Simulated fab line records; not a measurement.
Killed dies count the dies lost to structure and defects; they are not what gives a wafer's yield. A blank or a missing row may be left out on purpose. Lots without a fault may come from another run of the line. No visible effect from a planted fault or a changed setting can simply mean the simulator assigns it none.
Matching of chambers || flow n5_finfet || N5_BEOL_M4_ETCH_74 on rie_diel-03: 4 sister chambers
The step etches underlayer in N2/H2, target depth 6.5 nm, time 5.2 s. 4 wafers are shown with their chamber, then 10 later ones without.

## EACH WAFER AND ITS CHAMBER
{"wafer": "L085.4", "chamber": 1, "drypump_motor_current_A (A)": 6.4}
{"wafer": "L085.6", "chamber": 2, "drypump_motor_current_A (A)": 5.5}
{"wafer": "L090.1", "chamber": 0, "drypump_motor_current_A (A)": 5.1}
{"wafer": "L090.2", "chamber": 3, "drypump_motor_current_A (A)": 5.9}

## WAFERS WHOSE CHAMBER IS MISSING
{"wafer": "L090.3", "drypump_motor_current_A (A)": 6.3}
{"wafer": "L091.1", "drypump_motor_current_A (A)": 5.9}
{"wafer": "L091.4", "drypump_motor_current_A (A)": 5.0}
{"wafer": "L091.6", "drypump_motor_current_A (A)": 5.5}
{"wafer": "L093.3", "drypump_motor_current_A (A)": 5.5}
{"wafer": "L093.4", "drypump_motor_current_A (A)": 5.1}
{"wafer": "L093.6", "drypump_motor_current_A (A)": 5.5}
{"wafer": "L097.1", "drypump_motor_current_A (A)": 5.9}
{"wafer": "L097.4", "drypump_motor_current_A (A)": 5.5}
{"wafer": "L097.6", "drypump_motor_current_A (A)": 5.5}

## THE CHAMBER EACH PASSED THROUGH
{"wafer": "L090.3", "from the rows above": 1, "in truth": 1}
{"wafer": "L091.1", "from the rows above": 3, "in truth": 3}
{"wafer": "L091.4", "from the rows above": 0, "in truth": 0}
{"wafer": "L091.6", "from the rows above": 2, "in truth": 2}
{"wafer": "L093.3", "from the rows above": 2, "in truth": 2}
{"wafer": "L093.4", "from the rows above": 0, "in truth": 0}
{"wafer": "L093.6", "from the rows above": 2, "in truth": 2}
{"wafer": "L097.1", "from the rows above": 3, "in truth": 3}
{"wafer": "L097.4", "from the rows above": 2, "in truth": 2}
{"wafer": "L097.6", "from the rows above": 2, "in truth": 2}
Placed correctly: 10 of 10. Can't be placed from these rows: 0. 0 placed wrongly.
How it was worked out, from the rows above alone: a wafer's distance from a chamber is the root of the sum, over the readings, of the square of ((its reading less the chamber's mean) divided by the reading's scatter). If the next closest chamber is less than 2 further off than the closest, the wafer can't be placed; otherwise it belongs to the closest. For every chamber, the mean is computed from those of its wafers that are shown. The scatter: with one shown wafer a chamber, the root of the mean of the squares of how far each hidden wafer lies from its nearest shown one.
